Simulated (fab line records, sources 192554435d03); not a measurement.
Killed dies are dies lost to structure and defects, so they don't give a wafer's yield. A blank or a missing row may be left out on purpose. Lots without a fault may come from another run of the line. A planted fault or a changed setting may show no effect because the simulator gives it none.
fab line records | flow n5_finfet
record lots=9 wafers=26 last_day=19
route steps=1938 shown BEOL_M3@953 BEOL_M4@1111
lots that met no fault: from a run of the same line without faults
start_h: hours from the record's first day to the start of the lot's first wafer shown | wait_h: hours since the lot's step before | " the same as in the row above | L1.1+2: a row that stands for several wafers | - no value, or no start given | * or withheld: withheld | < > ~ a bound
route shown NAME@n: a module of which the file shows steps, and the number in the route of the first | usual: mean/standard deviation of fault-free wafers | same: alike in all rows | chamber/n: place in a boat | sites: the reading at each site | _std_site: their standard deviation | _edge_site: outer sites' mean less inner sites' | radius_mm: how far each site lies from the wafer's centre | mask NAME#n: copy n | behind: the tool/chamber that last shaped the wafer | hold: why the lot was held/for how many hours/how that ended | device: the transistor (n, p or np) that didn't switch | end of line: the same wafers' tests at the end of the route | a step without rows: its recipe alone | killed: dies lost to structure and defects at the first sort, not the wafer's yield | map: a wafer's dies, x killed, . not, _ none there
set.NAME: the setting as run; set.NAME@STEP: as run at that earlier step | model.NAME: the simulator's own value behind a step, which no gauge read
steps of the route over a sample of lots; a table a step, a row a wafer
services: from which hour (start_h, from the record's first day; less than 0 if before it) a tool's chamber was out of use, for how many hours, and why
## steps
# step N5_BEOL_M3_STRIP_66
# recipe chemistry=CF4 resist=SiARC power_w=300 bias_power_w=75 pressure_mtorr=50 cf4_flow_sccm=150 rf_frequency_hz=6e+07
# usual drypump_motor_current_A=5.9/0.41 oes_product_au=0.75/0.054 rf_vpp_V=271.5/1.3 showerhead_plenum_p_Torr=1.81/0.043 throttle_valve_pct=13.64/0.16
# columns lot.wafer tool chamber start_h wait_h drypump_motor_current_A oes_product_au rf_hours_counter_h rf_vpp_V showerhead_plenum_p_Torr throttle_valve_pct
L269.2 rie_diel-03 1 152.80 0.0 6.0 0.88 29 269.8 1.76 13.35
L269.4 " 3 " " 5.6 0.69 - 270.4 1.77 13.72
L269.5 " 1 " " 6.0 0.87 - 268.8 1.76 13.35
L270.2 rie_diel-03 1 157.89 0.0 6.0 0.87 31 271.2 1.76 13.35
L270.4 " 1 " " 6.0 0.87 - 268.8 1.76 13.35
L270.5 " 0 " " 6.4 0.73 - 269.9 1.78 13.70
L273.1 rie_diel-05 2 179.02 0.0 5.7 0.72 199 274.2 1.85 13.88
L273.3 " 0 " " 5.2 0.80 85 270.4 1.81 13.67
L273.4 " 3 " " 5.7 0.84 50 273.4 1.88 13.48
L278.3 rie_diel-03 1 223.91 0.0 6.0 0.84 50 268.5 1.75 13.39
L278.4 " 3 " " 5.6 0.68 222 270.5 1.77 13.76
L280.3 rie_diel-05 2 230.88 0.0 5.7 0.71 216 271.3 1.85 13.92
L280.5 " 1 " " 5.8 0.71 - 272.5 1.86 13.73
L280.6 " 2 " " 5.7 0.71 - 272.8 1.85 13.92
L281.1 rie_diel-04 2 234.40 0.0 6.5 0.71 218 271.3 1.78 13.62
L281.3 " 3 " " 6.4 0.70 189 270.9 1.78 13.59
L281.5 " 1 " " 6.1 0.73 - 270.9 1.79 13.80
L288.1 rie_diel-05 1 272.18 0.0 5.8 0.70 194 272.6 1.85 13.75
L288.2 " 2 " " 5.7 0.71 226 271.7 1.85 13.95
L288.5 " 0 " " 5.2 0.77 - 271.0 1.80 13.73
L290.2 rie_diel-04 3 289.93 0.0 6.4 0.69 201 270.1 1.78 13.63
L290.5 " 1 " " 6.2 0.72 - 271.0 1.79 13.85
L290.6 " 2 " " 6.5 0.70 - 270.4 1.78 13.68
L289.1 rie_diel-04 3 291.74 0.0 6.4 0.69 201 271.2 1.78 13.62
L289.5 " 3 " " 6.5 0.69 - 272.1 1.78 13.61
L289.6 " 2 " " 6.5 0.70 - 270.8 1.78 13.67
# step N5_BEOL_M3_HM_OPEN_17
# recipe chemistry=Cl2/BCl3 target_depth_a=200 overetch_a=60 target=TiN mask_material=SOC ion_energy_ev=150 pressure_mtorr=10 icp_w=1000 bias_w=126 Cl2_flow_sccm=53.25 bcl3_flow_sccm=21.75 Ar_flow_sccm=25
# usual drypump_motor_current_A=5.8/0.37 oes_product_au=0.67/0.082 throttle_valve_pct=22.15/0.3
# columns lot.wafer tool chamber start_h wait_h drypump_motor_current_A oes_product_au rf_hours_counter_h throttle_valve_pct
L269.2 rie_metal-01 1 152.85 0.0 5.4 0.66 34 22.59
L269.4 " 0 " " 6.0 0.59 - 21.98
L269.5 " 1 " " 5.5 0.66 - 22.59
L270.2 rie_metal-01 1 157.93 0.0 5.5 0.66 35 22.59
L270.4 " 1 " " 5.5 0.66 - 22.58
L270.5 " 1 " " 5.5 0.65 - 22.59
L273.1 rie_metal-02 1 179.06 0.0 5.9 0.63 67 22.33
L273.3 " 0 " " 5.3 0.53 - 22.19
L273.4 " 1 " " 5.9 0.62 - 22.34
L278.3 rie_metal-02 1 224.02 0.1 5.9 0.62 - 22.35
L278.4 " 1 " " 5.9 0.61 - 22.35
L280.3 rie_metal-01 0 230.95 0.1 6.0 0.59 - 21.97
L280.5 " 0 " " 5.9 0.59 - 21.98
L280.6 " 1 " " 5.5 0.64 - 22.59
L281.1 rie_metal-01 1 234.44 0.0 5.5 0.65 40 22.59
L281.3 " 0 " " 6.0 0.58 - 21.99
L281.5 " 1 " " 5.5 0.65 - 22.58
L288.1 rie_metal-02 0 272.22 0.0 5.3 0.82 2 21.96
L288.2 " 1 " " 5.9 0.60 77 22.36
L288.5 " 0 " " 5.3 0.82 - 21.97
L290.2 rie_metal-01 1 289.98 0.0 5.5 0.64 45 22.61
L290.5 " 0 " " 6.0 0.58 - 22.01
L290.6 " 1 " " 5.5 0.65 - 22.60
L289.1 rie_metal-03 1 291.78 0.0 5.4 0.76 13 21.71
L289.5 " 1 " " 5.4 0.76 - 21.70
L289.6 " 0 " " 6.3 0.64 - 22.28
# step N5_BEOL_M3_TRENCH_ETCH_37
# recipe chemistry=C4F6/O2 target_depth_a=555.55 target=SiOC time_s=29.2 ion_energy_ev=250 pressure_mtorr=30 source_w=355 bias_w=185 Ar_flow_sccm=300 C4F6_flow_sccm=10 O2_flow_sccm=10
# usual drypump_motor_current_A=5.9/0.42 oes_product_au=0.76/0.057 rf_vpp_V=666/4 showerhead_plenum_p_Torr=2.87/0.075 throttle_valve_pct=20.87/0.16
# columns lot.wafer tool chamber start_h wait_h drypump_motor_current_A oes_product_au rf_hours_counter_h rf_vpp_V showerhead_plenum_p_Torr throttle_valve_pct
L269.2 rie_diel-04 0 157.34 - 5.4 0.86 56 671 3.00 20.62
L269.4 " 2 " " 6.5 0.73 197 665 2.83 20.74
L269.5 " 0 " " 5.4 0.86 - 671 3.00 20.60
L270.2 rie_diel-03 0 163.77 - 6.3 0.73 199 666 2.81 20.83
L270.4 " 1 " " 6.0 0.89 31 664 2.78 20.65
L270.5 " 3 " " 5.6 0.69 - 676 2.82 20.96
L273.1 rie_diel-04 0 187.35 - 5.4 0.85 64 668 2.99 20.62
L273.3 " 2 " " 6.5 0.72 205 664 2.82 20.75
L273.4 " 1 " " 6.2 0.75 146 666 2.84 21.01
L278.3 rie_diel-04 3 230.10 - 6.5 0.64 188 660 2.83 20.84
L278.4 " 0 " " 5.4 0.77 77 670 2.99 20.63
L280.3 rie_diel-04 3 241.59 - 6.5 0.64 191 660 2.83 20.82
L280.5 " 1 " " 6.2 0.74 - 667 2.83 21.04
L280.6 " 0 " " 5.4 0.83 - 669 2.99 20.63
L281.1 rie_diel-04 2 244.96 - 6.5 0.72 221 665 2.81 20.79
L281.3 " 1 " " 6.2 0.68 163 668 2.83 21.01
L281.5 " 3 " " 6.4 0.69 - 660 2.83 20.83
L288.1 rie_diel-03 3 278.95 - 5.6 0.68 237 672 2.81 21.02
L288.2 " 1 " " 6.0 0.84 63 664 2.76 20.69
L288.5 " 1 " " 6.1 0.85 - 663 2.76 20.70
L289.1 rie_diel-03 2 305.63 - 5.5 0.72 214 661 2.82 20.72
L289.5 " 0 " " 6.3 0.71 - 665 2.80 20.89
L289.6 " 3 " " 5.6 0.68 - 674 2.81 21.04
L290.2 rie_diel-03 0 308.88 - 6.4 0.71 239 664 2.79 20.89
L290.5 " 1 " " 6.0 0.83 - 663 2.76 20.71
L290.6 " 0 " " 6.4 0.71 - 666 2.79 20.89
# step N5_BEOL_M3_OCD_MEAS_38
# usual trench_depth_nm=55.5/0.9
# columns lot.wafer tool chamber start_h wait_h trench_depth_nm
L269.2 ocd-01 - 157.50 - 55.8
L269.4 " - " " 54.9
L269.5 " - " " 55.4
L270.2 ocd-02 - 163.93 - 56.0
L270.4 " - " " 56.5
L270.5 " - " " 55.7
L273.1 ocd-02 - 187.50 - 56.1
L273.3 " - " " 55.1
L273.4 " - " " 55.3
L278.3 ocd-01 - 230.26 - 47.5
L278.4 " - " " 49.4
L280.3 ocd-02 - 241.76 - 47.3
L280.5 " - " " 55.3
L280.6 " - " " 56.3
L281.1 ocd-01 - 245.12 - 55.3
L281.3 " - " " 47.7
L281.5 " - " " 53.7
L288.1 ocd-01 - 279.11 - 55.5
L288.2 " - " " 57.0
L288.5 " - " " 57.1
L289.1 ocd-01 - 305.79 - 56.3
L289.5 " - " " 55.5
L289.6 " - " " 55.8
L290.2 ocd-01 - 309.04 - 56.0
L290.5 " - " " 56.4
L290.6 " - " " 55.1
# step N5_BEOL_M3_ANNEAL_49
# recipe temp_c=400 time_s=240 ambient=vacuum
# usual heater_power_w=845/94
# columns lot.wafer tool chamber start_h wait_h heater_power_w
L269.2 pvd_sputter-02 - 158.99 0.0 763
L269.4 " - " " 815
L269.5 " - " " 848
L270.2 pvd_sputter-03 - 165.78 0.0 915
L270.4 " - " " 981
L270.5 " - " " 961
L273.1 pvd_sputter-03 - 188.77 0.0 976
L273.3 " - " " 897
L273.4 " - " " 940
L278.3 pvd_sputter-03 - 231.42 0.0 953
L278.4 " - " " 714
L280.3 pvd_sputter-02 - 242.74 0.0 868
L280.5 " - " " 850
L280.6 " - " " 866
L281.1 pvd_sputter-01 - 248.37 0.0 718
L281.3 " - " " 935
L281.5 " - " " 762
L288.1 pvd_sputter-02 - 281.02 0.0 876
L288.2 " - " " 879
L288.5 " - " " 866
L289.1 pvd_sputter-03 - 307.27 0.0 702
L289.5 " - " " 977
L289.6 " - " " 942
L290.2 pvd_sputter-03 - 310.24 0.0 962
L290.5 " - " " 705
L290.6 " - " " 899
# step N5_BEOL_M4_RC_MEAS_101
# usual DIBL_N=36.1/1.3 DIBL_P=36.1/1.7 IOFF_N=0.154/0.022 IOFF_P=0.201/0.024 ION_N=675/8.9 ION_P=462/5.9 SS_N=71.5/0.49 SS_P=73.3/0.58 VT_N=250.0/2.7 VT_P=-251.3/2.7
# columns lot.wafer tool chamber start_h wait_h DIBL_N[mV/V] DIBL_P[mV/V] IOFF_N[nA/um] IOFF_P[nA/um] ION_N[uA/um] ION_P[uA/um] SS_N[mV/dec] SS_P[mV/dec] VT_N[mV] VT_P[mV]
L269.2 prober-01 0 170.57 0.2 36.8 37.7 0.168 0.185 678 452 72.2 73.7 250.7 -254.7
L269.4 " 0 " " 36.0 36.4 0.146 0.172 662 452 71.3 73.7 251.7 -253.2
L269.5 " 0 " " 37.6 38.3 0.165 0.184 676 448 72.1 73.5 250.3 -254.9
L270.2 prober-02 0 189.27 0.2 37.6 37.2 0.164 0.216 681 468 71.6 73.5 250.3 -249.2
L270.4 " 0 " " 38.4 38.5 0.181 0.235 684 468 72.1 73.9 248.3 -249.2
L270.5 " 0 " " 35.2 34.9 0.134 0.184 681 466 71.5 73.4 252.3 -253.5
L273.1 prober-01 0 199.47 0.0 35.3 36.2 0.149 0.205 684 467 71.1 72.6 248.5 -249.8
L273.3 " 0 " " 35.0 35.3 0.136 0.181 676 468 70.5 72.9 251.2 -249.1
L273.4 " 0 " " 35.2 35.5 0.145 0.195 682 468 70.8 73.2 248.5 -248.5
L280.3 prober-01 0 256.60 0.3 32.9 32.7 0.124 0.164 677 465 71.2 73.2 251.8 -253.6
L280.5 " 0 " " 33.4 33.6 0.129 0.179 664 458 71.1 73.4 251.4 -254.2
L280.6 " 0 " " 33.5 32.3 0.119 0.157 671 460 71.3 72.7 255.1 -254.7
L278.3 prober-02 0 259.86 0.3 36.7 37.2 0.167 0.223 682 467 71.5 73.8 245.8 -248.0
L278.4 " 0 " " 34.8 33.9 0.126 0.174 671 460 70.7 72.4 251.2 -251.6
L281.1 prober-02 0 261.64 0.0 36.6 35.2 0.166 0.215 678 455 71.7 73.0 246.1 -251.5
L281.3 " 0 " " 36.9 35.6 0.167 0.219 681 465 71.5 73.0 246.6 -250.9
L281.5 " 0 " " 36.5 35.4 0.162 0.207 685 461 71.4 73.1 246.0 -250.9
L288.1 prober-01 0 293.85 0.0 36.3 37.0 0.169 0.199 683 464 71.6 73.0 247.2 -252.2
L288.2 " 0 " " 36.2 36.7 0.165 0.196 672 453 71.1 73.2 248.2 -250.7
L288.5 " 0 " " 37.9 38.0 0.194 0.216 690 465 71.3 73.8 245.6 -248.9
L289.1 prober-02 0 319.48 0.0 38.7 39.5 0.196 0.268 696 478 72.4 73.9 244.5 -245.7
L289.5 " 0 " " 37.4 38.0 0.174 0.247 681 470 72.2 73.6 245.3 -248.8
L289.6 " 0 " " 36.1 36.4 0.147 0.211 670 464 71.9 73.0 251.1 -247.4
L290.2 prober-01 0 322.61 0.2 35.0 35.5 0.129 0.156 667 456 71.1 73.3 251.5 -255.6
L290.5 " 0 " " 35.0 36.1 0.136 0.168 678 460 71.8 72.9 249.9 -253.4
L290.6 " 0 " " 35.9 36.4 0.141 0.169 677 462 72.3 73.3 250.5 -256.6
## services
# columns tool chamber start_h hours kind
rie_metal-03 1 139.03 - clean
rie_metal-03 1 139.03 20.9 scheduled_down
rie_metal-03 1 139.03 20.9 vent_cycle
rie_diel-05 - 140.08 0.4 repair
rie_metal-02 - 142.27 2.2 repair
pvd_sputter-02 - 174.26 5.0 repair
rie_metal-01 - 176.48 14.6 pm
rie_metal-02 0 217.34 - clean
rie_metal-02 0 217.34 20.8 scheduled_down
rie_metal-02 0 217.34 20.8 vent_cycle
rie_diel-03 1 235.73 2.8 repair
rie_diel-03 - 252.66 2.8 pm
rie_diel-04 3 264.39 11.2 repair
rie_metal-03 - 265.67 0.1 repair
rie_diel-04 0 290.08 9.8 repair
rie_metal-02 - 291.07 2.8 pm
rie_diel-03 3 308.45 5.8 repair
## key
first_sign step=N5_BEOL_M3_OCD_MEAS_38 reading=trench_depth_nm direction=down sigmas=8.4 usual=55.5 struck=48.0
effect none on later readings
met_at N5_BEOL_M3_TRENCH_ETCH_37
struck_lots L278,L280,L281
struck_wafers L278.3,L278.4,L280.3,L281.3
not_acting_at N5_BEOL_M3_STRIP_66,N5_BEOL_M3_HM_OPEN_17,N5_BEOL_M3_ANNEAL_49
onset_between 187.35 230.10
fault kind=process_parameter_drift tool=rie_diel-04 chamber=- onset_h=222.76 steps=N5_BEOL_M3_TRENCH_ETCH_37 channel=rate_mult offset=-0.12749 shape=step end_h=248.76 scope=struck_wafers_only
